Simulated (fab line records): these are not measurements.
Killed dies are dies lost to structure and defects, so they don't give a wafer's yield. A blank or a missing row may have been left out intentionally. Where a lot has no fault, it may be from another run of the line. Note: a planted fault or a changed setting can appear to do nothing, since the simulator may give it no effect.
8D (eight disciplines) problem report, filled in by code :: flow n5Finfet :: the parts of the form that need people (team, actions taken, sign-off) are left out

== 1. WHAT WENT WRONG ==
Mean M6_ILD_THK at N5_BEOL_M6_THK_MEAS_01: 118.7 nm over 3 wafers in 2 lots; fault-free wafers: 155.6 nm, standard deviation 1.8. Measured from the usual mean, that is -20 standard deviations.
First observed at day 10 18:52: wafer L139.3, on filmMetro-01. The record has a number at this step for 32 wafers belonging to 11 lots. The rule behind "out" and "out of limits": a value lying over 4 standard deviations away from the usual mean. Any other wafer with a number is counted as sound.

== 2. WHAT IT IS, WHAT IT ISN'T ==
question: which readings at this step
is: M6_ILD_THK
is not: -

question: which lots
is: L139, L140
is not: L130, L131, L134, L136, L147, L149, L150, L152, L153

question: which wafers of those lots
is: L139.3, L140.1, L140.3
is not: L139.4, L139.5

question: read on which gauges
is: filmMetro-01, filmMetro-02
is not: -

question: when
is: from day 10 18:52
is not: up to then (14 sound wafers); but 15 sound wafers of L147, L149, L150, L152, L153 came after

== 3. THE SUSPECTS, EACH WITH WHAT RULES IT OUT ==
Counting: any tool at a process step up to the reading remains a suspect provided it ran every lot that is out. Sound lots after the first of them don't rule it out here, since some wafers of a struck lot are sound.
- the gauge at N5_BEOL_M6_THK_MEAS_01 is ruled out. The wafers that are out were read on 2 gauges (filmMetro-01, filmMetro-02).
- cvdCo-02 at N5_BEOL_M5_CO_CAP_78 (material Co, precursor CCTBA/H2, target thk 2 nm, time 102.1 s): kept. Ran every lot that is out, first one L139 (day 10 18:01); last sound lot up to then L134 (day 9 11:52).
- pecvd-04 at N5_BEOL_M5_DEP_56 (deposits SiCN from 3MS/NH3, target thk 8 nm, time 14 s): kept. Ran every lot that is out, first one L139 (day 10 18:08); last sound lot up to then L134 (day 9 11:59).
- pecvd-03 at N5_BEOL_M6_ILD_DEP_00 (deposits SiCOH lowk from DEMS/porogen, target thk 179.75 nm, time 33.4 s): kept. Ran every lot that is out, first one L139 (day 10 18:17); last sound lot up to then L136 (day 9 16:36).
Left after counting: cvdCo-02 at N5_BEOL_M5_CO_CAP_78, pecvd-04 at N5_BEOL_M5_DEP_56, pecvd-03 at N5_BEOL_M6_ILD_DEP_00.

== 4. THE CAUSE (what the simulator had put in) ==
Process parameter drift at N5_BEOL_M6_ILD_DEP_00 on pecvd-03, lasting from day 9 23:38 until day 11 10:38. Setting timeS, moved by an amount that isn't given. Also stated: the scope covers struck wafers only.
Counting left 3 suspects, and this tool is among them.

== 5. THE EFFECT CHAIN, in route order ==
Each row: a reading whose mean over the struck wafers that have a number lies more than 3 standard deviations from the usual. Scope: only readings with a usual standard deviation given in the record; hours: median across lots of the time from each lot's start at the first step in this table that gives one to its start at this step; sigmas: change in usual standard deviations.
hours: 0
step: N5_BEOL_M6_THK_MEAS_01
reading: M6_ILD_THK
usual: 155.6 nm
on struck wafers: 118.7
change: -36.9
sigmas: -20

== 6. HOW IT WOULD HAVE BEEN CAUGHT EARLIER ==
19 hours passed between the start of the fault at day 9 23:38 and the first reading out of limits at a measuring or inspecting step in this record, taken at day 10 18:52.
Of the tool readings at N5_BEOL_M6_ILD_DEP_00 for which the record gives a usual standard deviation, none was out on any struck wafer, so an alarm limit of 4 standard deviations on them would not have fired.
L140, from the lots that are out (2), started N5_BEOL_M6_ILD_DEP_00 on pecvd-03 later than day 10 18:52. Holding the tool at that time would have saved it.
